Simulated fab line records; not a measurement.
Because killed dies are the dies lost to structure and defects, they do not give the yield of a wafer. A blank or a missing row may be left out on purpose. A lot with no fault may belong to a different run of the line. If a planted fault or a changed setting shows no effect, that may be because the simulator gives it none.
fab line records	flow n5_finfet	part 2 of 2: steps 5 to 6 of 6
[record] lots = 21	wafers = 63	last_day = 18
route steps=1938 shown BEOL_M9@1439 BEOL_M10@1483
lots untouched by any fault: they come from a run of this same line in which no faults occurred
start_h: hours from the record's first day to the start of the lot's first wafer shown	wait_h: hours elapsed since this lot's preceding step	" the same as in the row above	L1.1+2: several wafers, shown together as one row	- value missing, or start not given	* or withheld: withheld	< > ~ a bound
route shown NAME@n: a module of which the file shows steps, and the number in the route of the first	usual: mean/standard deviation of fault-free wafers	same: alike in all rows	chamber/n: place in a boat	sites: per-site readings	_std_site: the values' standard deviation	_edge_site: the outer-site mean with the inner-site mean subtracted	radius_mm: for every site, how far away it sits from the centre of the wafer	mask NAME#n: copy n	behind: the tool/chamber that last shaped the wafer	hold: why the lot went on hold/how many hours it stayed there/how the hold came to an end	device: whichever transistor did not switch (one of n, p or np)	end of line: tests run on the same wafers once the route is complete	a step without rows: its recipe alone	killed: count of dies lost to structure and defects at first sort (not the wafer's yield)	map: dies across one wafer; x = killed, . = not, _ = none there
set.NAME: the setting that was run; set.NAME@STEP: the one run at that earlier step	model.NAME: the simulator's own value behind a step, which no gauge read
one table for each step of the route and one row for each wafer, over a sample of lots
services: from which hour (start_h, from the record's first day; less than 0 if before it) a tool's chamber was out of use, for how many hours, and why
[[steps]]
[step N5_BEOL_M10_ETCH_62]
[recipe] chemistry = N2/H2	target = SOC	target_depth_a = 1100	overetch_a = 220	mask_material = SiARC	temp_c = 40	time_s = 165	ion_energy_ev = 200	pressure_mtorr = 30	source_w = 840	bias_w = 150	n2_flow_sccm = 200	h2_flow_sccm = 200
[usual] drypump_motor_current_A = 5.8/0.44	h2_flow_sccm = 200.0/0.64	oes_product_au = 0.66/0.071	rf_vpp_V = 522.3/1.2	showerhead_plenum_p_Torr = 2.49/0.037	throttle_valve_pct = 17.80/0.26
lot.wafer	tool	chamber	start_h	wait_h	drypump_motor_current_A	h2_flow_sccm	oes_product_au	rf_hours_counter_h	rf_vpp_V	showerhead_plenum_p_Torr	throttle_valve_pct
L074.1	rie_diel-01	1	214.59	0.0	5.7	199.7	0.58	249	522.4	2.50	18.00
L074.2	"	2	"	"	5.7	200.7	0.78	22	522.6	2.49	17.74
L074.5	"	1	"	"	5.8	200.0	0.58	-	522.3	2.50	18.02
L075.1	rie_diel-02	0	221.73	0.0	5.6	200.6	0.66	127	521.4	2.45	17.78
L075.2	"	3	"	"	6.1	200.2	0.64	132	522.9	2.55	17.72
L075.3	"	2	"	"	6.0	199.8	0.62	186	522.4	2.53	18.28
L076.3	rie_diel-05	3	234.45	0.0	5.8	200.0	0.58	238	523.2	2.50	18.21
L076.4	"	2	"	"	5.2	200.1	0.59	-	520.3	2.42	17.99
L076.6	"	3	"	"	5.8	199.1	0.59	-	523.7	2.50	18.23
L077.4	rie_diel-02	2	244.85	0.0	6.0	200.1	0.62	193	524.6	2.53	18.31
L077.5	"	1	"	"	6.1	200.8	0.60	-	524.5	2.54	17.73
L077.6	"	0	"	"	5.6	201.4	0.65	-	523.1	2.44	17.79
L079.2	rie_diel-01	3	253.28	0.0	4.8	200.9	0.60	227	522.3	2.51	18.14
L079.4	"	3	"	"	4.8	200.4	0.60	-	521.7	2.51	18.14
L079.6	"	2	"	"	5.7	200.0	0.75	-	522.3	2.49	17.79
L080.1	rie_diel-02	3	257.03	0.0	6.1	200.0	0.63	143	523.4	2.55	17.76
L080.4	"	0	"	"	5.6	199.8	0.64	137	522.2	2.44	17.81
L080.5	"	0	"	"	5.6	200.3	0.64	-	521.2	2.44	17.80
L081.3	rie_diel-01	1	261.17	0.0	5.8	199.1	0.83	1	522.5	2.50	17.57
L081.5	"	0	"	"	6.5	199.8	0.70	-	522.9	2.48	17.45
L081.6	"	1	"	"	5.7	199.5	0.83	-	521.6	2.50	17.59
L082.1	rie_diel-01	0	272.06	0.0	6.5	201.4	0.69	80	521.2	2.48	17.46
L082.3	"	3	"	"	4.8	199.6	0.60	233	522.5	2.51	18.16
L082.5	"	2	"	"	5.7	200.0	0.73	-	520.8	2.48	17.79
L083.2	rie_diel-02	2	286.08	0.0	5.9	199.6	0.61	210	524.1	2.52	18.33
L083.5	"	1	"	"	6.1	200.2	0.59	-	524.0	2.53	17.76
L083.6	"	0	"	"	5.6	200.3	0.64	-	522.4	2.44	17.83
L084.1	rie_diel-02	2	289.54	0.0	5.9	200.9	0.61	211	523.0	2.52	18.32
L084.3	"	0	"	"	5.6	199.3	0.63	150	520.5	2.44	17.82
L084.6	"	0	"	"	5.6	200.4	0.63	-	521.5	2.44	17.84
L087.2	rie_diel-02	2	294.20	0.0	6.0	198.8	0.60	212	522.9	2.52	18.31
L087.3	"	0	"	"	5.6	200.3	0.63	151	521.3	2.44	17.81
L087.6	"	1	"	"	6.1	200.5	0.59	-	522.9	2.53	17.77
L086.3	rie_diel-05	2	297.98	0.0	5.2	198.8	0.59	220	519.3	2.42	18.03
L086.4	"	0	"	"	5.1	200.8	0.77	-	522.5	2.50	17.48
L086.5	"	2	"	"	5.1	199.5	0.58	-	519.8	2.42	18.04
L090.1	rie_diel-02	0	313.62	0.0	5.6	199.9	0.63	158	520.5	2.43	17.84
L090.2	"	1	"	"	6.2	199.0	0.58	209	522.8	2.53	17.77
L090.6	"	1	"	"	6.1	200.4	0.58	-	523.4	2.53	17.76
L088.2	rie_diel-02	3	315.98	0.0	6.1	199.9	0.62	165	523.4	2.54	17.79
L088.4	"	0	"	"	5.7	199.0	0.63	160	521.5	2.43	17.85
L088.6	"	2	"	"	5.9	199.9	0.60	-	523.6	2.52	18.34
L089.2	rie_diel-05	0	327.56	0.0	5.1	200.6	0.75	29	522.0	2.49	17.52
L089.3	"	1	"	"	6.0	198.7	0.72	45	521.9	2.47	17.44
L089.6	"	0	"	"	5.1	200.9	0.75	-	523.0	2.49	17.51
L092.3	rie_diel-01	0	332.98	0.0	6.5	200.3	0.68	107	521.4	2.47	17.50
L092.4	"	2	"	"	5.7	200.1	0.70	-	522.7	2.47	17.84
L092.6	"	1	"	"	5.7	200.7	0.76	-	522.4	2.48	17.63
L093.1	rie_diel-01	2	336.86	0.0	5.7	200.1	0.70	75	521.9	2.47	17.86
L093.3	"	0	"	"	6.5	199.5	0.67	109	520.6	2.46	17.51
L093.4	"	1	"	"	5.7	200.0	0.76	-	522.4	2.48	17.63
L094.1	rie_diel-01	0	343.47	0.0	6.5	199.8	0.67	111	521.3	2.46	17.50
L094.5	"	0	"	"	6.5	199.7	0.67	-	521.2	2.46	17.53
L094.6	"	2	"	"	5.7	201.1	0.70	-	522.6	2.47	17.85
L095.2	rie_diel-02	0	353.62	0.0	5.6	200.6	0.62	172	520.7	2.43	17.86
L095.5	"	2	"	"	5.9	201.2	0.60	-	524.4	2.51	18.36
L095.6	"	3	"	"	6.1	200.7	0.61	-	523.7	2.53	17.81
L096.1	rie_diel-01	0	356.68	0.0	6.6	200.6	0.67	117	521.1	2.46	17.50
L096.2	"	3	"	"	4.8	199.3	0.80	4	522.6	2.50	17.77
L096.3	"	2	"	"	5.7	199.5	0.70	83	521.8	2.47	17.88
L097.1	rie_diel-05	0	368.50	0.0	5.1	199.5	0.73	43	522.4	2.49	17.53
L097.2	"	1	"	"	6.0	199.8	0.71	60	521.9	2.46	17.47
L097.4	"	3	"	"	5.7	200.8	0.79	18	521.8	2.49	17.85
[step N5_BEOL_M10_STRIP_19]
[recipe] chemistry = O2	power_w = 400	temp_c = 40	pressure_mtorr = 30	rf_frequency_hz = 6e+07	bias_power_w = 0	overash_fraction = 0.2	o2_flow_sccm = 225
[usual] drypump_motor_current_A = 5.7/0.48	oes_product_au = 0.80/0.1	rf_vpp_V = 3.6/0.62	showerhead_plenum_p_Torr = 2.051/0.028	throttle_valve_pct = 16.65/0.25
lot.wafer	tool	chamber	start_h	wait_h	drypump_motor_current_A	oes_product_au	rf_hours_counter_h	rf_vpp_V	showerhead_plenum_p_Torr	throttle_valve_pct
L074.1	rie_diel-05	3	214.92	0.1	5.8	0.70	230	2.9	2.069	17.14
L074.2	"	2	"	"	5.1	0.71	190	4.8	1.995	16.79
L074.5	"	2	"	"	5.2	0.70	-	4.2	1.995	16.80
L075.1	rie_diel-01	0	222.04	0.1	6.5	0.84	58	3.8	2.045	16.28
L075.2	"	3	"	"	4.8	0.71	212	3.1	2.069	16.89
L075.3	"	2	"	"	5.7	0.92	24	3.0	2.051	16.66
L076.3	rie_diel-01	3	234.83	0.1	4.8	0.71	217	5.0	2.067	16.89
L076.4	"	0	"	"	6.5	0.84	-	4.0	2.043	16.28
L076.6	"	3	"	"	4.8	0.72	-	2.6	2.067	16.89
L077.4	rie_diel-02	0	245.23	0.1	5.6	0.78	134	4.1	2.022	16.74
L077.5	"	2	"	"	5.9	0.72	-	2.5	2.074	17.10
L077.6	"	3	"	"	6.1	0.75	-	4.6	2.102	16.63
L079.2	rie_diel-02	1	253.58	0.1	6.1	0.70	187	4.3	2.090	16.57
L079.4	"	0	"	"	5.6	0.76	136	3.5	2.021	16.74
L079.6	"	1	"	"	6.1	0.70	-	2.8	2.090	16.57
L080.1	rie_diel-05	2	257.33	0.1	5.2	0.70	208	3.5	1.989	16.83
L080.4	"	0	"	"	5.1	0.95	4	2.8	2.071	16.30
L080.5	"	3	"	"	5.7	0.68	-	4.3	2.064	17.17
L081.3	rie_diel-01	1	261.67	0.3	5.8	1.00	1	2.8	2.064	16.39
L081.5	"	1	"	"	5.7	0.99	-	3.9	2.064	16.40
L081.6	"	0	"	"	6.5	0.82	-	3.9	2.039	16.31
L082.1	rie_diel-02	0	272.65	0.4	5.7	0.76	143	4.3	2.019	16.76
L082.3	"	3	"	"	6.1	0.74	149	3.6	2.099	16.65
L082.5	"	1	"	"	6.1	0.69	-	4.0	2.088	16.58
L083.2	rie_diel-05	2	286.39	0.1	5.1	0.69	216	3.2	1.986	16.85
L083.5	"	0	"	"	5.1	0.94	-	3.9	2.069	16.34
L083.6	"	1	"	"	6.0	0.89	-	3.4	2.054	16.34
L084.1	rie_diel-01	2	289.84	0.1	5.7	0.87	54	3.5	2.042	16.70
L084.3	"	1	"	"	5.7	0.95	12	3.7	2.060	16.42
L084.6	"	0	"	"	6.5	0.81	-	2.6	2.034	16.35
L087.2	rie_diel-02	1	294.50	0.1	6.1	0.69	202	4.1	2.085	16.61
L087.3	"	3	"	"	6.1	0.74	157	4.1	2.096	16.68
L087.6	"	2	"	"	5.9	0.70	-	4.1	2.068	17.12
L086.3	rie_diel-01	2	298.28	0.1	5.7	0.85	56	2.9	2.040	16.72
L086.4	"	3	"	"	4.8	0.69	246	3.8	2.057	16.94
L086.5	"	0	"	"	6.5	0.81	-	2.8	2.033	16.34
L090.1	rie_diel-01	1	314.36	0.5	5.7	0.92	23	2.4	2.057	16.47
L090.2	"	0	"	"	6.6	0.81	97	3.9	2.032	16.33
L090.6	"	1	"	"	5.8	0.93	-	3.0	2.056	16.47
L088.2	rie_diel-02	0	316.32	0.1	5.6	0.74	160	3.2	2.013	16.77
L088.4	"	3	"	"	6.1	0.73	165	3.4	2.092	16.68
L088.6	"	2	"	"	5.9	0.70	-	4.1	2.065	17.13
L089.2	rie_diel-05	1	327.89	0.1	6.0	0.87	45	4.6	2.047	16.39
L089.3	"	0	"	"	5.1	0.89	29	4.5	2.063	16.36
L089.6	"	1	"	"	6.0	0.87	-	4.0	2.048	16.40
L092.3	rie_diel-01	1	333.28	0.1	5.7	0.90	33	4.1	2.052	16.49
L092.4	"	0	"	"	6.5	0.79	-	4.0	2.029	16.37
L092.6	"	1	"	"	5.7	0.90	-	4.3	2.053	16.45
L093.1	rie_diel-05	1	337.16	0.1	6.0	0.85	49	3.6	2.047	16.40
L093.3	"	3	"	"	5.8	0.97	7	3.5	2.059	16.73
L093.4	"	2	"	"	5.2	0.68	236	3.5	1.980	16.88
L094.1	rie_diel-05	0	343.78	0.1	5.1	0.89	35	3.3	2.061	16.38
L094.5	"	0	"	"	5.1	0.89	-	2.8	2.061	16.36
L094.6	"	1	"	"	6.0	0.86	-	3.7	2.045	16.40
L095.2	rie_diel-05	0	353.92	0.1	5.1	0.87	39	3.4	2.059	16.38
L095.5	"	3	"	"	5.8	0.95	-	2.8	2.057	16.73
L095.6	"	2	"	"	5.1	0.67	-	3.4	1.977	16.89
L096.1	rie_diel-01	1	356.98	0.1	5.8	0.88	42	3.8	2.050	16.48
L096.2	"	3	"	"	4.8	0.95	4	3.7	2.055	16.51
L096.3	"	0	"	"	6.5	0.79	117	2.7	2.025	16.38
L097.1	rie_diel-01	0	368.79	0.1	6.5	0.79	121	3.6	2.024	16.40
L097.2	"	2	"	"	5.7	0.82	88	3.7	2.030	16.76
L097.4	"	3	"	"	4.8	0.93	8	4.1	2.053	16.52
[[services]]
tool	chamber	start_h	hours	kind
rie_diel-01	0	205.00	10.7	repair
rie_diel-04	3	206.29	13.1	repair
rie_diel-05	3	217.36	2.8	repair
rie_diel-01	1	226.12	7.0	repair
rie_diel-06	0	255.87	-	clean
rie_diel-06	0	255.87	-	consumable_replace:focus_ring
rie_diel-06	0	255.87	11.8	scheduled_down
ald_metal-02	-	259.49	14.6	pm
rie_diel-03	0	268.67	3.8	repair
rie_diel-04	0	271.49	3.0	repair
rie_diel-05	-	271.96	10.0	pm
rie_diel-04	0	283.51	6.1	repair
rie_diel-04	2	291.59	9.0	repair
rie_diel-05	3	292.57	28.2	repair
ald_metal-02	3	294.29	7.3	repair
rie_diel-04	1	299.71	3.5	repair
rie_diel-05	-	311.93	2.8	pm
rie_diel-04	3	313.50	3.9	repair
rie_diel-04	2	319.23	6.4	repair
rie_diel-05	3	321.20	7.7	repair
ald_metal-02	-	327.46	0.6	repair
ald_metal-03	-	337.30	14.0	pm
rie_diel-01	3	343.36	5.8	repair
rie_diel-04	3	368.70	1.9	repair
